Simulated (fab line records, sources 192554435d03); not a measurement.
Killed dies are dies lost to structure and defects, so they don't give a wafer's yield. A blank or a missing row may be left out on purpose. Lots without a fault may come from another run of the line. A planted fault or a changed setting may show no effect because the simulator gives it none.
Chamber matching | flow n5_finfet | N5_BEOL_M15_CMP_49 on cmp-03: 4 sister chambers
The step polishes, stops on SiO2, t overpolish 4.9 s, target thk 850 nm. 4 wafers are shown with their chamber, then 12 later ones without.

WAFERS WITH THEIR CHAMBER
wafer  | chamber | motor_current_A (A)
L079.2 | 1       | 7.5
L079.3 | 0       | 7.7
L083.5 | 2       | 8.6
L083.6 | 3       | 11.1

WAFERS WITHOUT THEIR CHAMBER
wafer  | motor_current_A (A)
L090.1 | 7.9
L090.2 | 8.8
L090.3 | 10.3
L091.1 | 8.4
L091.4 | 7.6
L091.6 | 10.4
L093.3 | 7.7
L093.4 | 8.2
L093.6 | 9.8
L097.1 | 7.7
L097.4 | 7.7
L097.6 | 7.5

WHICH CHAMBER EACH WENT THROUGH
wafer  | from the rows above          | in truth
L090.1 | can't be placed: 0 or 1 or 2 | 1
L090.2 | can't be placed: 2 or 0      | 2
L090.3 | can't be placed: 3 or 2      | 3
L091.1 | can't be placed: 2 or 0 or 1 | 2
L091.4 | can't be placed: 1 or 0 or 2 | 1
L091.6 | 3                            | 3
L093.3 | can't be placed: 0 or 1 or 2 | 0
L093.4 | can't be placed: 2 or 0 or 1 | 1
L093.6 | can't be placed: 2 or 3 or 0 | 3
L097.1 | can't be placed: 0 or 1 or 2 | 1
L097.4 | can't be placed: 0 or 1 or 2 | 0
L097.6 | can't be placed: 1 or 0      | 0
Placed correctly: 1 of 12. Can't be placed from these rows: 11 (the true chamber is among the candidates in 11). Placed wrongly: 0.
How it was worked out, from the rows above alone: a wafer's distance from a chamber is the root of the sum, over the readings, of the square of ((its reading less the chamber's mean) divided by the reading's scatter). The wafer belongs to the nearest chamber; if the next one is less than 2 further off, it can't be placed. A chamber's mean is the mean of its shown wafers. The scatter: with one shown wafer a chamber, the root of the mean of the squares of how far each hidden wafer lies from its nearest shown one.
